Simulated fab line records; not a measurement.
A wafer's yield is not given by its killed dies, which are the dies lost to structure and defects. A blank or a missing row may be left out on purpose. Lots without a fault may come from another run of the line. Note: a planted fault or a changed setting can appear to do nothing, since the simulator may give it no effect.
fab line records | flow nand-harc
record: lots: 12 | wafers: 36 | last-day: 32
route steps=1302 shown P_ZERO_WELL@56 P_STI@84
lots that met no fault: from a run of the same line without faults
start-h: hours from the record's opening day to when the first of the lot's shown wafers began | wait-h: time in hours since the lot's previous step | " same as the row above | L1.1+2: one row covering several wafers at once | - value missing, or start not given | * or withheld: withheld | < > ~ a bound
route shown NAME@n: names a module that has steps shown in the file, with the first one's number in the route | usual: average and standard deviation across the fault-free wafers | same: alike in all rows | chamber/n: place in a boat | sites: the reading at each site | _std_site: standard deviation of those values | _edge_site: mean of outer sites minus mean of inner sites | radius-mm: how far each site lies from the wafer's centre | mask NAME#n: copy n | behind: tool/chamber where the wafer was last shaped | hold: cause of the lot's hold/its duration in hours/its outcome | device: names the non-switching transistor (n, p or np) | end of line: at the end of the route, the tests of the same wafers | a step given without rows: its recipe and nothing more | killed: at the first sort, the dies lost to defects and structure; wafer yield is something else | map: per-die view of a wafer (x killed, . not killed, _ where there is no die)
set.NAME: setting as actually run; set.NAME@STEP: the setting as run at that earlier step | model.NAME: the simulator's own value behind a step, which no gauge read
a sample of lots followed through the steps of the route, with each step as a table and each wafer as a row
services: from which hour (start-h, from the record's first day; less than 0 if before it) a tool's chamber was out of use, for how many hours, and why
== steps ==
step: NHARC_P_ZERO_WELL_EXPOSE_49
recipe: na: 0.6 | target-cd-nm: 2000 | dose-mj: 22.64 | mask-id: P_HVPW
usual: exposure-dose-mJ-cm2: 22.638/0.022 | stage-vel-mm-s: 500.06/0.26
lot.wafer | tool           | chamber | start-h | wait-h | mask     | exposure-dose-mJ-cm2 | stage-vel-mm-s
L876.2    | krf-scanner-04 | 0       | 26.04   | -      | P_HVPW#0 | 22.650               | 500.10
L876.3    | "              | 0       | "       | "      | P_HVPW#0 | 22.640               | 500.61
L876.4    | "              | 0       | "       | "      | P_HVPW#0 | 22.656               | 500.01
L877.2    | krf-scanner-04 | 0       | 35.93   | -      | P_HVPW#0 | 22.595               | 500.46
L877.5    | "              | 0       | "       | "      | P_HVPW#0 | 22.620               | 500.24
L877.6    | "              | 0       | "       | "      | P_HVPW#0 | 22.616               | 500.17
L881.1    | krf-scanner-04 | 0       | 75.73   | -      | P_HVPW#0 | 21.290               | 499.81
L881.3    | "              | 0       | "       | "      | P_HVPW#0 | 21.267               | 500.30
L881.6    | "              | 0       | "       | "      | P_HVPW#0 | 21.282               | 500.21
L882.2    | krf-scanner-04 | 0       | 87.97   | -      | P_HVPW#0 | 21.283               | 500.74
L882.3    | "              | 0       | "       | "      | P_HVPW#0 | 21.225               | 500.38
L882.5    | "              | 0       | "       | "      | P_HVPW#0 | 21.260               | 500.17
L887.3    | krf-scanner-04 | 0       | 135.74  | -      | P_HVPW#0 | 21.258               | 499.84
L887.5    | "              | 0       | "       | "      | P_HVPW#0 | 21.245               | 499.95
L887.6    | "              | 0       | "       | "      | P_HVPW#0 | 21.266               | 499.70
L889.1    | krf-scanner-02 | 0       | 155.51  | -      | P_HVPW#0 | 22.664               | 499.66
L889.4    | "              | 0       | "       | "      | P_HVPW#0 | 22.630               | 499.86
L889.6    | "              | 0       | "       | "      | P_HVPW#0 | 22.610               | 499.53
L890.1    | krf-scanner-01 | 0       | 165.51  | -      | P_HVPW#0 | 22.641               | 500.29
L890.4    | "              | 0       | "       | "      | P_HVPW#0 | 22.607               | 500.37
L890.6    | "              | 0       | "       | "      | P_HVPW#0 | 22.637               | 500.29
L892.3    | krf-scanner-02 | 0       | 185.52  | -      | P_HVPW#0 | 22.633               | 499.53
L892.4    | "              | 0       | "       | "      | P_HVPW#0 | 22.608               | 499.60
L892.5    | "              | 0       | "       | "      | P_HVPW#0 | 22.599               | 499.82
L894.1    | krf-scanner-01 | 0       | 205.72  | -      | P_HVPW#0 | 22.629               | 500.02
L894.3    | "              | 0       | "       | "      | P_HVPW#0 | 22.612               | 499.96
L894.5    | "              | 0       | "       | "      | P_HVPW#0 | 22.624               | 500.06
L896.1    | krf-scanner-01 | 0       | 225.57  | -      | P_HVPW#0 | 22.686               | 499.89
L896.3    | "              | 0       | "       | "      | P_HVPW#0 | 22.667               | 500.05
L896.4    | "              | 0       | "       | "      | P_HVPW#0 | 22.658               | 500.20
L897.2    | krf-scanner-01 | 0       | 235.51  | -      | P_HVPW#0 | 22.626               | 500.10
L897.3    | "              | 0       | "       | "      | P_HVPW#0 | 22.632               | 500.50
L897.5    | "              | 0       | "       | "      | P_HVPW#0 | 22.617               | 500.44
L899.1    | krf-scanner-02 | 0       | 255.78  | -      | P_HVPW#0 | 22.675               | 499.99
L899.3    | "              | 0       | "       | "      | P_HVPW#0 | 22.659               | 500.43
L899.4    | "              | 0       | "       | "      | P_HVPW#0 | 22.652               | 500.63
step: NHARC_P_ZERO_WELL_CD_MEAS_52
recipe: target-cd-nm: 2000 | landing-energy-ev: 500
usual: cd-nm: 1999.3/2.2
lot.wafer | tool      | chamber | start-h | wait-h | cd-nm
L876.2    | cd-sem-01 | 0       | 26.20   | -      | 1997.8
L876.3    | "         | 0       | "       | "      | 1998.9
L876.4    | "         | 0       | "       | "      | 1997.7
L877.2    | cd-sem-03 | 0       | 36.10   | -      | 1998.5
L877.5    | "         | 0       | "       | "      | 2003.3
L877.6    | "         | 0       | "       | "      | 2001.1
L881.1    | cd-sem-03 | 0       | 75.89   | -      | 1988.9
L881.3    | "         | 0       | "       | "      | 1987.0
L881.6    | "         | 0       | "       | "      | 1987.1
L882.2    | cd-sem-01 | 0       | 88.12   | -      | 1988.1
L882.3    | "         | 0       | "       | "      | 1987.2
L882.5    | "         | 0       | "       | "      | 1990.4
L887.3    | cd-sem-03 | 0       | 135.89  | -      | 1990.1
L887.5    | "         | 0       | "       | "      | 1990.2
L887.6    | "         | 0       | "       | "      | 1988.5
L889.1    | cd-sem-03 | 0       | 155.67  | -      | 1996.9
L889.4    | "         | 0       | "       | "      | 1995.7
L889.6    | "         | 0       | "       | "      | 1998.2
L890.1    | cd-sem-01 | 0       | 165.67  | -      | 1999.0
L890.4    | "         | 0       | "       | "      | 1998.8
L890.6    | "         | 0       | "       | "      | 1996.9
L892.3    | cd-sem-02 | 0       | 185.67  | -      | 1995.8
L892.4    | "         | 0       | "       | "      | 1996.1
L892.5    | "         | 0       | "       | "      | 1997.7
L894.1    | cd-sem-03 | 0       | 205.88  | -      | 2005.2
L894.3    | "         | 0       | "       | "      | 2000.1
L894.5    | "         | 0       | "       | "      | 1997.8
L896.1    | cd-sem-01 | 0       | 225.73  | -      | 2001.2
L896.3    | "         | 0       | "       | "      | 1996.8
L896.4    | "         | 0       | "       | "      | 1999.3
L897.2    | cd-sem-02 | 0       | 235.66  | -      | 1998.6
L897.3    | "         | 0       | "       | "      | 1998.6
L897.5    | "         | 0       | "       | "      | 2002.2
L899.1    | cd-sem-03 | 0       | 255.94  | -      | 1999.2
L899.3    | "         | 0       | "       | "      | 2000.5
L899.4    | "         | 0       | "       | "      | 1999.3
step: NHARC_P_ZERO_WELL_DESCUM_54
recipe: time-s: 3 | o2-flow-sccm: 200 | ar-flow-sccm: 0 | bias-power-w: 0 | chemistry: O2
usual: drypump-motor-current-A: 5.6/0.46 | oes-product-au: 0.997/0.011 | rf-vpp-V: 57.7/0.89 | showerhead-plenum-p-Torr: 1.88/0.084 | throttle-valve-pct: 11.310/0.0086
lot.wafer | tool        | chamber | start-h | wait-h | drypump-motor-current-A | oes-product-au | rf-hours-counter-h | rf-vpp-V | showerhead-plenum-p-Torr | throttle-valve-pct
L876.3    | rie-diel-11 | 2       | 28.25   | -      | 5.9                     | 1.021          | 42                 | 59.7     | 1.94                     | 11.307
L876.4    | "           | 3       | "       | "      | 5.5                     | 1.025          | 43                 | 56.9     | 1.92                     | 11.297
L876.2    | "           | 0       | "       | "      | 4.7                     | 1.014          | 42                 | 57.9     | 1.91                     | 11.316
L877.2    | rie-diel-06 | 0       | 36.25   | -      | 5.7                     | 0.982          | 17                 | 56.5     | 1.83                     | 11.308
L877.6    | "           | 0       | "       | "      | 5.8                     | 0.984          | -                  | 57.3     | 1.83                     | 11.312
L877.5    | "           | 1       | "       | "      | 6.0                     | 1.001          | -                  | 57.4     | 1.81                     | 11.324
L881.1    | rie-diel-01 | 3       | 76.05   | -      | 5.7                     | 0.994          | 14                 | 57.4     | 1.93                     | 11.331
L881.3    | "           | 0       | "       | "      | 5.8                     | 1.004          | 12                 | 56.5     | 2.02                     | 11.313
L881.6    | "           | 0       | "       | "      | 5.8                     | 0.990          | -                  | 59.5     | 2.02                     | 11.303
L882.3    | rie-diel-11 | 0       | 88.29   | -      | 4.7                     | 1.010          | 0                  | 57.1     | 1.90                     | 11.302
L882.2    | "           | 2       | "       | "      | 5.9                     | 0.992          | 0                  | 59.4     | 1.94                     | 11.313
L882.5    | "           | 0       | "       | "      | 4.7                     | 1.000          | -                  | 58.1     | 1.90                     | 11.329
L887.3    | rie-diel-01 | 3       | 136.08  | -      | 5.7                     | 0.986          | 38                 | 58.8     | 1.92                     | 11.315
L887.5    | "           | 3       | "       | "      | 5.7                     | 0.989          | -                  | 59.0     | 1.92                     | 11.306
L887.6    | "           | 0       | "       | "      | 5.8                     | 0.999          | -                  | 58.5     | 2.01                     | 11.297
L889.4    | rie-diel-06 | 3       | 155.84  | -      | 5.7                     | 0.994          | 5                  | 57.2     | 1.80                     | 11.316
L889.1    | "           | 0       | "       | "      | 5.8                     | 1.001          | 7                  | 57.3     | 1.82                     | 11.300
L889.6    | "           | 2       | "       | "      | 5.5                     | 1.018          | -                  | 57.1     | 1.91                     | 11.297
L890.1    | rie-diel-11 | 1       | 165.85  | -      | 4.9                     | 0.995          | 24                 | 58.7     | 1.80                     | 11.316
L890.6    | "           | 3       | "       | "      | 5.5                     | 0.999          | -                  | 59.4     | 1.90                     | 11.322
L890.4    | "           | 2       | "       | "      | 5.9                     | 0.991          | -                  | 58.5     | 1.93                     | 11.307
L892.4    | rie-diel-06 | 2       | 185.99  | -      | 5.6                     | 1.002          | 16                 | 58.1     | 1.91                     | 11.305
L892.3    | "           | 3       | "       | "      | 5.7                     | 0.991          | 13                 | 57.9     | 1.80                     | 11.303
L892.5    | "           | 1       | "       | "      | 6.0                     | 0.998          | -                  | 57.6     | 1.79                     | 11.320
L894.1    | rie-diel-11 | 2       | 206.04  | -      | 5.9                     | 1.007          | 43                 | 58.3     | 1.92                     | 11.314
L894.3    | "           | 0       | "       | "      | 4.7                     | 1.000          | 22                 | 58.7     | 1.90                     | 11.316
L894.5    | "           | 3       | "       | "      | 5.5                     | 0.991          | -                  | 57.5     | 1.90                     | 11.323
L896.3    | rie-diel-06 | 1       | 225.90  | -      | 6.0                     | 0.994          | 30                 | 56.6     | 1.79                     | 11.310
L896.4    | "           | 2       | "       | "      | 5.6                     | 0.999          | 23                 | 57.0     | 1.90                     | 11.289
L896.1    | "           | 3       | "       | "      | 5.7                     | 1.004          | 27                 | 56.7     | 1.80                     | 11.317
L897.3    | rie-diel-01 | 3       | 235.82  | -      | 5.7                     | 0.999          | 6                  | 57.6     | 1.91                     | 11.298
L897.2    | "           | 1       | "       | "      | 5.3                     | 0.992          | 6                  | 57.5     | 1.77                     | 11.321
L897.5    | "           | 3       | "       | "      | 5.7                     | 1.007          | -                  | 57.7     | 1.91                     | 11.312
L899.4    | rie-diel-01 | 1       | 257.28  | -      | 5.2                     | 1.010          | 15                 | 55.8     | 1.77                     | 11.296
L899.1    | "           | 3       | "       | "      | 5.7                     | 1.000          | 12                 | 57.6     | 1.91                     | 11.304
L899.3    | "           | 0       | "       | "      | 5.8                     | 1.001          | 13                 | 58.6     | 2.00                     | 11.310
step: NHARC_P_STI_OVL_MEAS_10
usual: overlay-x-nm: -2/4.7 | overlay-y-nm: 0/5.4
lot.wafer | tool       | chamber | start-h | wait-h | overlay-x-nm | overlay-y-nm
L876.2    | overlay-01 | -       | 54.90   | -      | -5           | -9
L876.3    | "          | -       | "       | "      | -5           | -8
L876.4    | "          | -       | "       | "      | -5           | -9
L877.2    | overlay-02 | -       | 55.06   | -      | -3           | -3
L877.5    | "          | -       | "       | "      | -2           | -3
L877.6    | "          | -       | "       | "      | -2           | -3
L881.1    | overlay-01 | -       | 93.57   | -      | -3           | -4
L881.3    | "          | -       | "       | "      | -3           | -4
L881.6    | "          | -       | "       | "      | -3           | -4
L882.2    | overlay-01 | -       | 104.47  | -      | -4           | 1
L882.3    | "          | -       | "       | "      | -4           | 1
L882.5    | "          | -       | "       | "      | -4           | 1
L887.3    | overlay-02 | -       | 156.61  | -      | -4           | 0
L887.5    | "          | -       | "       | "      | -3           | 0
L887.6    | "          | -       | "       | "      | -3           | 0
L889.1    | overlay-02 | -       | 172.86  | -      | 2            | -4
L889.4    | "          | -       | "       | "      | 2            | -4
L889.6    | "          | -       | "       | "      | 2            | -5
L890.1    | overlay-01 | -       | 182.68  | -      | -5           | 3
L890.4    | "          | -       | "       | "      | -5           | 3
L890.6    | "          | -       | "       | "      | -5           | 3
L892.3    | overlay-02 | -       | 203.50  | -      | 1            | 3
L892.4    | "          | -       | "       | "      | 1            | 3
L892.5    | "          | -       | "       | "      | 1            | 4
L894.1    | overlay-01 | -       | 227.42  | -      | 1            | 1
L894.3    | "          | -       | "       | "      | 1            | 1
L894.5    | "          | -       | "       | "      | 1            | 1
L896.1    | overlay-02 | -       | 244.09  | -      | 3            | 3
L896.3    | "          | -       | "       | "      | 3            | 3
L896.4    | "          | -       | "       | "      | 3            | 3
L897.2    | overlay-02 | -       | 254.20  | -      | -4           | -12
L897.3    | "          | -       | "       | "      | -4           | -12
L897.5    | "          | -       | "       | "      | -3           | -13
L899.1    | overlay-02 | -       | 274.87  | -      | 1            | 8
L899.3    | "          | -       | "       | "      | 0            | 8
L899.4    | "          | -       | "       | "      | 1            | 8
step: NHARC_P_STI_INSPECT_11
usual: raw-defect-count: 5.6/2.7
lot.wafer | tool              | chamber | start-h | wait-h | raw-defect-count
L876.2    | defect-inspect-02 | -       | 54.94   | 0.0    | 5
L876.3    | "                 | -       | "       | "      | 5
L876.4    | "                 | -       | "       | "      | 9
L877.2    | defect-inspect-01 | -       | 55.10   | 0.0    | 5
L877.5    | "                 | -       | "       | "      | 6
L877.6    | "                 | -       | "       | "      | 7
L881.1    | defect-inspect-02 | -       | 93.61   | 0.0    | 3
L881.3    | "                 | -       | "       | "      | 8
L881.6    | "                 | -       | "       | "      | 4
L882.2    | defect-inspect-02 | -       | 104.50  | 0.0    | 9
L882.3    | "                 | -       | "       | "      | 2
L882.5    | "                 | -       | "       | "      | 3
L887.3    | defect-inspect-02 | -       | 156.64  | 0.0    | 3
L887.5    | "                 | -       | "       | "      | 6
L887.6    | "                 | -       | "       | "      | 3
L889.1    | defect-inspect-02 | -       | 172.90  | 0.0    | 4
L889.4    | "                 | -       | "       | "      | 4
L889.6    | "                 | -       | "       | "      | 6
L890.1    | defect-inspect-01 | -       | 182.72  | 0.0    | 9
L890.4    | "                 | -       | "       | "      | 3
L890.6    | "                 | -       | "       | "      | 5
L892.3    | defect-inspect-01 | -       | 203.53  | 0.0    | 6
L892.4    | "                 | -       | "       | "      | 8
L892.5    | "                 | -       | "       | "      | 6
L894.1    | defect-inspect-01 | -       | 227.46  | 0.0    | 9
L894.3    | "                 | -       | "       | "      | 8
L894.5    | "                 | -       | "       | "      | 6
L896.1    | defect-inspect-01 | -       | 244.13  | 0.0    | 10
L896.3    | "                 | -       | "       | "      | 11
L896.4    | "                 | -       | "       | "      | 5
L897.2    | defect-inspect-01 | -       | 254.24  | 0.0    | 7
L897.3    | "                 | -       | "       | "      | 4
L897.5    | "                 | -       | "       | "      | 7
L899.1    | defect-inspect-01 | -       | 274.91  | 0.0    | 16
L899.3    | "                 | -       | "       | "      | 6
L899.4    | "                 | -       | "       | "      | 10
== services ==
tool           | chamber | start-h | hours | kind
krf-scanner-04 | -       | 10.00   | 4.0   | pm
rie-diel-06    | 1       | 23.83   | 4.5   | repair
rie-diel-01    | -       | 27.91   | 9.0   | pm
krf-scanner-02 | -       | 49.65   | 4.0   | pm
rie-diel-06    | 2       | 65.05   | 3.3   | repair
krf-scanner-01 | -       | 74.07   | 3.1   | repair
rie-diel-11    | 0       | 76.95   | 5.9   | repair
rie-diel-11    | -       | 78.50   | 9.0   | pm
krf-scanner-02 | -       | 98.45   | 0.4   | repair
rie-diel-06    | 2       | 114.95  | 8.7   | repair
krf-scanner-01 | -       | 125.74  | 0.3   | repair
rie-diel-06    | -       | 130.20  | 9.0   | pm
krf-scanner-01 | -       | 140.00  | 4.0   | pm
rie-diel-11    | 0       | 163.92  | 32.8  | repair
rie-diel-11    | 2       | 170.86  | 4.2   | repair
krf-scanner-04 | -       | 182.00  | 4.0   | pm
rie-diel-06    | 2       | 188.32  | 14.7  | repair
krf-scanner-04 | -       | 198.20  | 0.4   | repair
rie-diel-06    | -       | 198.52  | 1.4   | repair
rie-diel-01    | -       | 204.96  | 9.0   | pm
rie-diel-06    | 0       | 205.93  | 4.1   | repair
rie-diel-11    | 2       | 220.60  | 10.0  | repair
rie-diel-11    | 0       | 256.01  | 5.4   | repair
rie-diel-11    | -       | 256.90  | 0.4   | repair
== key ==
first-sign: step: NHARC_P_ZERO_WELL_EXPOSE_49 | reading: exposure-dose-mJ-cm2 | direction: down | sigmas: 62 | usual: 22.638 | struck: 21.264
effect: step: NHARC_P_ZERO_WELL_CD_MEAS_52 | reading: cd-nm | direction: down | sigmas: 5 | usual: 1999.3 | struck: 1988.6
met-at NHARC_P_ZERO_WELL_EXPOSE_49
struck-lots L881,L882,L887
tester-left-out L881,L882,L887
not-acting-at NHARC_P_ZERO_WELL_DESCUM_54,NHARC_P_STI_OVL_MEAS_10,NHARC_P_STI_INSPECT_11
onset-between 35.93 75.73
fault: kind: process-parameter-drift | tool: krf-scanner-04 | chamber: - | onset-h: 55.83 | steps: NHARC_P_ZERO_WELL_EXPOSE_49 | channel: dose-mj | offset: -1.3862 | shape: step | acts-in: these-recipes-only | stated: 22.64
tester-left-out: of these lots the tester's yield and bins aren't shown, on N5 and GAA mostly nor the transistor test; their killed dies are dies lost to structure and defects alone, not to doping, threshold or leakage, so they don't give the yield
